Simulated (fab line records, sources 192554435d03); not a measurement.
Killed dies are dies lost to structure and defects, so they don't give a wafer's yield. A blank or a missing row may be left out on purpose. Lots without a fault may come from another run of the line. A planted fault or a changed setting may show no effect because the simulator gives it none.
fab line records | flow n5_finfet
record lots=5 wafers=15 last_day=17
route steps=1938 shown BEOL_M14@1763 BEOL_M15@1773
lots that met no fault: from a run of the same line without faults
start_h: hours from the record's first day to the start of the lot's first wafer shown | wait_h: hours since the lot's step before | " the same as in the row above | L1.1+2: a row that stands for several wafers | - no value, or no start given | * or withheld: withheld | < > ~ a bound
route shown NAME@n: a module of which the file shows steps, and the number in the route of the first | usual: mean/standard deviation of fault-free wafers | same: alike in all rows | chamber/n: place in a boat | sites: the reading at each site | _std_site: their standard deviation | _edge_site: outer sites' mean less inner sites' | radius_mm: how far each site lies from the wafer's centre | mask NAME#n: copy n | behind: the tool/chamber that last shaped the wafer | hold: why the lot was held/for how many hours/how that ended | device: the transistor (n, p or np) that didn't switch | end of line: the same wafers' tests at the end of the route | a step without rows: its recipe alone | killed: dies lost to structure and defects at the first sort, not the wafer's yield | map: a wafer's dies, x killed, . not, _ none there
set.NAME: the setting as run; set.NAME@STEP: as run at that earlier step | model.NAME: the simulator's own value behind a step, which no gauge read
lots at some steps of the route; a table a step, a row a wafer
services: from which hour (start_h, from the record's first day; less than 0 if before it) a tool's chamber was out of use, for how many hours, and why
## steps
# step N5_BEOL_M14_SPUTTER_44
# recipe material=Ta target_thk_a=150 temp_c=50 bias_v=80 power_w=15000 chamber_pressure_pa=0.07 time_s=24.19
# usual bias_v=79.9/0.81 throttle_valve_pct=30.6/0.91
# columns lot.wafer tool chamber start_h wait_h bias_v throttle_valve_pct
L312.2 pvd_sputter-01 - 258.13 0.0 79.9 32.6
L312.5 " - " " 81.0 30.1
L312.6 " - " " 81.0 32.9
L313.1 pvd_sputter-02 - 271.99 0.0 80.0 30.3
L313.4 " - " " 79.0 30.9
L313.6 " - " " 80.9 30.4
L322.1 pvd_sputter-02 - 327.72 0.0 78.4 30.4
L322.5 " - " " 78.8 30.5
L322.6 " - " " 80.7 30.8
L323.2 pvd_sputter-03 - 337.22 0.0 79.6 28.8
L323.5 " - " " 80.1 30.7
L323.6 " - " " 79.8 31.1
L333.2 pvd_sputter-01 - 390.15 0.0 80.6 31.3
L333.4 " - " " 79.8 32.7
L333.6 " - " " 80.6 31.5
# step N5_BEOL_M14_SPUTTER_45
# recipe material=Cu target_thk_a=1000 temp_c=-20 bias_v=60 power_w=26000 chamber_pressure_pa=0.13 time_s=16.67
# usual bias_v=60.0/0.55 throttle_valve_pct=30.6/0.94
# columns lot.wafer tool chamber start_h wait_h bias_v throttle_valve_pct
L312.2 pvd_sputter-01 - 258.21 0.0 59.9 32.8
L312.5 " - " " 60.2 29.9
L312.6 " - " " 60.3 33.0
L313.1 pvd_sputter-02 - 272.07 0.0 60.0 30.4
L313.4 " - " " 60.1 30.9
L313.6 " - " " 60.4 30.3
L322.1 pvd_sputter-02 - 327.80 0.0 59.4 30.4
L322.5 " - " " 60.3 30.7
L322.6 " - " " 60.2 31.0
L323.2 pvd_sputter-03 - 337.30 0.0 60.5 28.9
L323.5 " - " " 60.6 30.1
L323.6 " - " " 60.0 31.0
L333.2 pvd_sputter-01 - 390.23 0.0 60.7 31.1
L333.4 " - " " 60.1 33.0
L333.6 " - " " 59.8 31.4
# step N5_BEOL_M14_ECD_47
# recipe material=Cu target_thk_a=12480
# step N5_BEOL_M14_ANNEAL_48
# recipe temp_c=225 time_s=90 ambient=N2
# usual wafer_temp_C_max=225.92/0.24
# columns lot.wafer tool chamber start_h wait_h wafer_temp_C_max
L312.2 rtp_anneal-02 0 258.71 0.3 226.45
L312.5 " 0 " " 225.76
L312.6 " 0 " " 226.22
L313.1 rtp_anneal-01 0 272.37 0.1 225.99
L313.4 " 0 " " 225.72
L313.6 " 0 " " 225.62
L322.1 rtp_anneal-01 0 328.11 0.1 225.62
L322.5 " 0 " " 225.74
L322.6 " 0 " " 225.44
L323.2 rtp_anneal-01 0 337.65 0.2 225.82
L323.5 " 0 " " 225.49
L323.6 " 0 " " 226.04
L333.2 rtp_anneal-01 0 390.58 0.2 225.87
L333.4 " 0 " " 226.12
L333.6 " 0 " " 226.21
# step N5_BEOL_M14_CMP_49
# recipe stop_on=SiO2 t_overpolish_s=5.2 down_force_psi=2 platen_rpm=80 clearing_platen_down_force_psi=2 clearing_platen_rpm=80 post_cmp_clean=cu_alkaline target_thk_nm=560 clearing_platen_pad_velocity_m_s=1.5917 pad_velocity_m_s=1.5917
# step N5_BEOL_M14_THK_MEAS_50
# recipe thk_meas_gauge=xrf reads=Cu_of_BEOL_M14_ECD_47
# usual M14_THK=578/11
# columns lot.wafer tool chamber start_h wait_h M14_THK[nm]
L312.2 film_metro-01 - 259.27 - 576
L312.5 " - " " 577
L312.6 " - " " 595
L313.1 film_metro-01 - 272.98 - 566
L313.4 " - " " 571
L313.6 " - " " 572
L322.1 film_metro-01 - 328.70 - 571
L322.5 " - " " 576
L322.6 " - " " 585
L323.2 film_metro-02 - 338.20 - 572
L323.5 " - " " 565
L323.6 " - " " 559
L333.2 film_metro-02 - 391.12 - 577
L333.4 " - " " 581
L333.6 " - " " 578
# step N5_BEOL_M14_PRE_CLEAN_52
# recipe gas=NH3 time_s=15 temp_c=withheld rf_power_w=300
# step N5_BEOL_M14_DEP_53
# recipe material=SiCN target_thk_a=500 temp_c=withheld precursor=3MS/NH3 pressure_torr=3 rf_w=675 time_s=17.8
# usual showerhead_plenum_p_Torr=4.165/0.022 throttle_valve_pct=18.2/1.1
# columns lot.wafer tool chamber start_h wait_h showerhead_plenum_p_Torr throttle_valve_pct
L312.2 pecvd-04 0 259.33 0.0 4.165 19.9
L312.5 " 2 " " 4.168 16.5
L312.6 " 1 " " 4.172 19.6
L313.1 pecvd-03 2 273.04 0.0 4.172 17.9
L313.4 " 2 " " 4.175 18.2
L313.6 " 0 " " 4.141 18.4
L322.1 pecvd-03 0 328.77 0.0 4.143 18.6
L322.5 " 1 " " 4.217 16.9
L322.6 " 0 " " 4.138 18.4
L323.2 pecvd-03 2 338.26 0.0 4.171 18.1
L323.5 " 1 " " 4.204 17.2
L323.6 " 2 " " 4.165 18.5
L333.2 pecvd-01 0 391.20 0.0 4.146 17.9
L333.4 " 0 " " 4.159 18.0
L333.6 " 2 " " 4.163 16.9
# step N5_BEOL_M14_RS_MEAS_54
# recipe thk_meas_gauge=four-point-probe reads=Cu_of_BEOL_M14_ECD_47+Ta_of_BEOL_M14_SPUTTER_44+TaN_of_BEOL_M14_SPUTTER_43
# usual M14_RS=0.0329/0.0006
# columns lot.wafer tool chamber start_h wait_h M14_RS[ohm/sq]
L312.2 film_metro-02 - 259.40 0.1 0.0333
L312.5 " - " " 0.0332
L312.6 " - " " 0.0323
L313.1 film_metro-02 - 273.11 0.0 0.0333
L313.4 " - " " 0.0329
L313.6 " - " " 0.0332
L322.1 film_metro-01 - 328.83 0.0 0.0332
L322.5 " - " " 0.0330
L322.6 " - " " 0.0324
L323.2 film_metro-02 - 338.32 0.1 0.0327
L323.5 " - " " 0.0333
L323.6 " - " " 0.0336
L333.2 film_metro-01 - 391.28 0.1 0.0331
L333.4 " - " " 0.0327
L333.6 " - " " 0.0329
# step N5_BEOL_M14_INSPECT_55
# recipe inspect_instrument=darkfield mode=post_dep
# usual raw_defect_count=74/26
# columns lot.wafer tool chamber start_h wait_h raw_defect_count
L312.2 defect_inspect-02 - 259.42 0.0 84
L312.5 " - " " 41
L312.6 " - " " 67
L313.1 defect_inspect-02 - 273.13 0.0 96
L313.4 " - " " 28
L313.6 " - " " 29
L322.1 defect_inspect-02 - 328.86 0.0 104
L322.5 " - " " 100
L322.6 " - " " 85
L323.2 defect_inspect-02 - 338.35 0.0 94
L323.5 " - " " 79
L323.6 " - " " 70
L333.2 defect_inspect-01 - 391.31 0.0 64
L333.4 " - " " 49
L333.6 " - " " 54
# step N5_BEOL_M15_ILD_DEP_00
# recipe material=SiO2 target_thk_a=16293 temp_c=400 precursor=TEOS/O2 pressure_torr=6.5 rf_w=900 teos_flow_sccm=161.4 gas=O2 flow_sccm=2650 time_s=346.1
# step N5_BEOL_M15_THK_MEAS_01
# recipe reads=SiO2_of_BEOL_M15_ILD_DEP_00
# usual M15_ILD_THK=1617/22
# columns lot.wafer tool chamber start_h wait_h M15_ILD_THK[nm]
L312.2 film_metro-01 - 259.71 0.1 1574
L312.5 " - " " 1593
L312.6 " - " " 1603
L313.1 film_metro-02 - 273.42 0.1 1600
L313.4 " - " " 1612
L313.6 " - " " 1596
L322.1 film_metro-01 - 329.16 0.2 1608
L322.5 " - " " 1597
L322.6 " - " " 1638
L323.2 film_metro-02 - 338.64 0.1 1621
L323.5 " - " " 1631
L323.6 " - " " 1646
L333.2 film_metro-01 - 391.60 0.1 1600
L333.4 " - " " 1644
L333.6 " - " " 1608
# step N5_BEOL_M15_COAT_58
# recipe resist=BARC temp_c=205 time_s=60 spin_rpm=1500 resist_thk_nm=89
# usual plate_temp_C=204.99/0.17 spin_speed_rpm=1500.0/0.94
# columns lot.wafer tool chamber start_h wait_h plate_temp_C spin_speed_rpm model.BARC_of_BEOL_M15_COAT_58.thk_nm
L312.2 litho_track-05 0 259.74 0.0 205.17 1499.2 89.4
L312.5 " 0 " " 205.07 1498.8 89.4
L312.6 " 0 " " 205.00 1498.7 89.2
L313.1 litho_track-05 0 273.45 0.0 204.96 1500.6 89.2
L313.4 " 0 " " 205.08 1498.8 89.4
L313.6 " 0 " " 205.10 1501.0 89.4
L322.1 litho_track-05 0 329.19 0.0 204.90 1700.7 83.8
L322.5 " 0 " " 204.89 1698.1 84
L322.6 " 0 " " 205.08 1698.1 84
L323.2 litho_track-02 0 338.67 0.0 205.19 1499.7 88.6
L323.5 " 0 " " 205.12 1500.4 88.6
L323.6 " 0 " " 205.04 1500.6 88.6
L333.2 litho_track-01 0 391.63 0.0 204.83 1500.4 89
L333.4 " 0 " " 205.10 1500.5 89
L333.6 " 0 " " 204.75 1498.5 89
# step N5_BEOL_M15_COAT_04
# recipe spin_rpm=1704 resist_thk_nm=800
# step N5_BEOL_M15_EBR_06
# recipe solvent=PGMEA ebr_width_mm=1.5
# step N5_BEOL_M15_SOFTBAKE_05
# recipe temp_c=130 time_s=60
# step N5_BEOL_M15_EXPOSE_07
# recipe mask_id=V14 na=0.8 source_shape=annular sigma_inner=0.5 sigma_outer=0.8 polarization=unpolarized attpsm_phase_deg=180 dose_mj=41.25
# step N5_BEOL_M15_PEB_08
# recipe peb_temp_c=130 peb_time_s=90
# step N5_BEOL_M15_DEVELOP_09
# recipe develop_time_s=45 rinse_liquid=diw dry=air_spin dev_temp_c=21
# step N5_BEOL_M15_HARDBAKE_14
# recipe temp_c=130 time_s=120
# step N5_BEOL_M15_CD_MEAS_10
# recipe target_cd_nm=360 landing_energy_ev=500 detector=se_inlens polarity=opening
# usual cd_nm=360.9/1.8
# columns lot.wafer tool chamber start_h wait_h cd_nm
L312.2 cd_sem-01 0 260.14 - 359.1
L312.5 " 0 " " 359.8
L312.6 " 0 " " 361.4
L313.1 cd_sem-02 0 273.72 - 359.6
L313.4 " 0 " " 362.0
L313.6 " 0 " " 360.5
L322.1 cd_sem-01 0 329.46 - 362.8
L322.5 " 0 " " 360.6
L322.6 " 0 " " 360.8
L323.2 cd_sem-01 0 339.07 - 360.9
L323.5 " 0 " " 361.2
L323.6 " 0 " " 359.8
L333.2 cd_sem-01 0 391.90 - 362.7
L333.4 " 0 " " 365.0
L333.6 " 0 " " 363.0
# step N5_BEOL_M15_OVL_MEAS_11
# recipe points_per_wafer=44
# usual V14_OVL=2/4.8
# columns lot.wafer tool chamber start_h wait_h V14_OVL[nm]
L312.2 overlay-01 0 260.17 0.0 6
L312.5 " 0 " " 9
L312.6 " 0 " " 2
L313.1 overlay-01 0 273.75 0.0 6
L313.4 " 0 " " -10
L313.6 " 0 " " 5
L322.1 overlay-02 0 329.49 0.0 4
L322.5 " 0 " " 2
L322.6 " 0 " " -2
L323.2 overlay-02 0 339.10 0.0 -2
L323.5 " 0 " " 7
L323.6 " 0 " " 2
L333.2 overlay-01 0 391.93 0.0 -1
L333.4 " 0 " " 7
L333.6 " 0 " " 1
# step N5_BEOL_M15_INSPECT_12
# recipe mode=adi inspect_instrument=macro
# usual raw_defect_count=2.1/1.4
# columns lot.wafer tool chamber start_h wait_h raw_defect_count
L312.2 defect_inspect-02 - 260.19 0.0 6
L312.5 " - " " 2
L312.6 " - " " 3
L313.1 defect_inspect-02 - 273.78 0.0 0
L313.4 " - " " 4
L313.6 " - " " 2
L322.1 defect_inspect-02 - 329.52 0.0 1
L322.5 " - " " 0
L322.6 " - " " 0
L323.2 defect_inspect-02 - 339.12 0.0 0
L323.5 " - " " 2
L323.6 " - " " 2
L333.2 defect_inspect-01 - 391.95 0.0 4
L333.4 " - " " 2
L333.6 " - " " 3
# step N5_BEOL_M15_DESCUM_15
# recipe chemistry=O2 time_s=7.9 source_power_w=50 bias_power_w=20 pressure_mtorr=20 rf_frequency_hz=2.712e+07 temp_c=40 o2_flow_sccm=225
# usual drypump_motor_current_A=5.6/0.48 oes_product_au=0.75/0.065 rf_vpp_V=243.3/1.7 showerhead_plenum_p_Torr=2.10/0.094 throttle_valve_pct=20.55/0.25
# columns lot.wafer tool chamber start_h wait_h drypump_motor_current_A oes_product_au rf_hours_counter_h rf_vpp_V showerhead_plenum_p_Torr throttle_valve_pct
L312.2 rie_diel-03 3 260.24 0.0 5.8 0.75 131 245.8 2.18 20.53
L312.5 " 1 " " 5.2 0.71 - 242.5 2.09 20.75
L312.6 " 0 " " 5.3 0.72 - 242.7 2.07 20.70
L313.1 rie_diel-01 1 273.81 0.0 5.8 0.82 65 244.5 2.22 20.70
L313.4 " 0 " " 6.2 0.69 215 243.6 2.16 20.59
L313.6 " 2 " " 4.8 0.89 - 244.1 2.21 20.33
L322.1 rie_diel-03 0 329.55 0.0 5.3 0.70 220 243.4 2.07 20.71
L322.5 " 2 " " 6.5 0.71 - 244.5 2.15 20.22
L322.6 " 1 " " 5.2 0.70 - 242.9 2.08 20.77
L323.2 rie_diel-03 0 339.15 0.0 5.3 0.70 225 242.5 2.06 20.73
L323.5 " 2 " " 6.4 0.71 - 242.4 2.15 20.25
L323.6 " 0 " " 5.3 0.71 - 242.1 2.06 20.73
L333.2 rie_diel-02 2 391.99 0.0 6.0 0.73 179 239.1 1.91 20.87
L333.4 " 1 " " 4.9 0.98 8 244.9 2.23 19.84
L333.6 " 2 " " 6.1 0.73 - 240.9 1.92 20.91
# step N5_BEOL_M15_ETCH_59
# recipe chemistry=N2/H2 target=BARC target_depth_a=890 overetch_a=267 time_s=67.9 ion_energy_ev=200 pressure_mtorr=30 source_w=840 bias_w=150 n2_flow_sccm=200 h2_flow_sccm=200
# usual drypump_motor_current_A=5.6/0.48 oes_product_au=0.64/0.053 rf_vpp_V=524/3.3 showerhead_plenum_p_Torr=2.56/0.12 throttle_valve_pct=18.03/0.24
# columns lot.wafer tool chamber start_h wait_h drypump_motor_current_A oes_product_au rf_hours_counter_h rf_vpp_V showerhead_plenum_p_Torr throttle_valve_pct model.etch.depth_nm
L312.2 rie_diel-03 3 260.28 0.0 5.8 0.65 131 527 2.66 17.99 89.47
L312.5 " 1 " " 5.2 0.62 - 523 2.52 18.18 89.5
L312.6 " 0 " " 5.3 0.62 - 523 2.51 18.10 89.14
L313.1 rie_diel-01 1 273.85 0.0 5.9 0.72 65 528 2.70 18.18 89.3
L313.4 " 0 " " 6.2 0.59 215 525 2.63 18.11 89.39
L313.6 " 2 " " 4.8 0.75 - 529 2.70 17.83 89.4
L322.1 rie_diel-03 0 329.59 0.0 5.3 0.58 220 523 2.50 18.10 83.75
L322.5 " 2 " " 6.4 0.59 - 526 2.64 17.82 83.94
L322.6 " 1 " " 5.2 0.58 - 523 2.51 18.21 83.94
L323.2 rie_diel-03 0 339.19 0.0 5.3 0.60 225 523 2.50 18.12 88.69
L323.5 " 2 " " 6.4 0.61 - 527 2.63 17.86 88.57
L323.6 " 0 " " 5.3 0.61 - 523 2.50 18.11 88.69
L333.2 rie_diel-02 2 392.02 0.0 6.0 0.62 179 516 2.31 18.22 89.04
L333.4 " 1 " " 4.9 0.83 8 529 2.70 17.26 89.03
L333.6 " 2 " " 6.1 0.62 - 517 2.31 18.21 89.05
# step N5_BEOL_M15_VIA_ETCH_16
# recipe chemistry=C4F8/O2/Ar target=SiO2 he_inner_torr=15 he_outer_torr=30 target_depth_a=17922 time_s=withheld ion_energy_ev=800 pressure_mtorr=20 source_w=1905 bias_w=2040 Ar_flow_sccm=400 C4F8_flow_sccm=16 O2_flow_sccm=12 ends=cleared
## services
# columns tool chamber start_h hours kind
pvd_sputter-02 - 238.19 1.5 repair
litho_track-01 - 238.30 - consumable_replace:filter
rie_diel-01 - 250.99 1.8 repair
pecvd-01 2 259.72 5.5 scheduled_down
pecvd-03 0 262.20 2.1 scheduled_down
pecvd-04 - 275.15 6.0 pm
pvd_sputter-02 - 285.64 5.0 repair
rie_diel-02 2 286.38 3.2 repair
pecvd-03 - 311.16 3.1 repair
pecvd-01 1 320.58 8.3 repair
rie_diel-03 3 322.36 15.4 repair
rie_diel-02 1 334.87 - clean
rie_diel-02 1 334.87 - consumable_replace:focus_ring
rie_diel-02 1 334.87 - consumable_replace:showerhead
rie_diel-02 1 334.87 27.6 scheduled_down
rie_diel-02 1 334.87 27.6 vent_cycle
rie_diel-03 1 337.77 14.5 repair
pvd_sputter-03 - 338.72 1.8 repair
rie_diel-01 - 341.60 14.6 pm
pecvd-04 - 357.43 0.9 repair
pecvd-04 - 368.56 4.9 repair
pecvd-01 - 379.19 2.8 pm
rie_diel-03 0 382.92 3.2 repair
rie_diel-03 2 389.57 5.6 repair
## key
first_sign step=N5_BEOL_M15_COAT_58 reading=spin_speed_rpm direction=up sigmas=99+ usual=* struck=*
effect none on later readings
model_effect step=N5_BEOL_M15_COAT_58 value=BARC_of_BEOL_M15_COAT_58.thk_nm without=89.33 struck=83.93
model_effect step=N5_BEOL_M15_ETCH_59 value=etch.depth_nm without=89.24 struck=83.87
met_at N5_BEOL_M15_COAT_58
struck_wafers L322.1,L322.5,L322.6
onset_between 273.45 329.19
fault kind=process_parameter_drift tool=litho_track-05 chamber=- onset_h=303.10 steps=N5_BEOL_M15_COAT_58 channel=spin_rpm offset=* shape=step acts_in=* stated=*
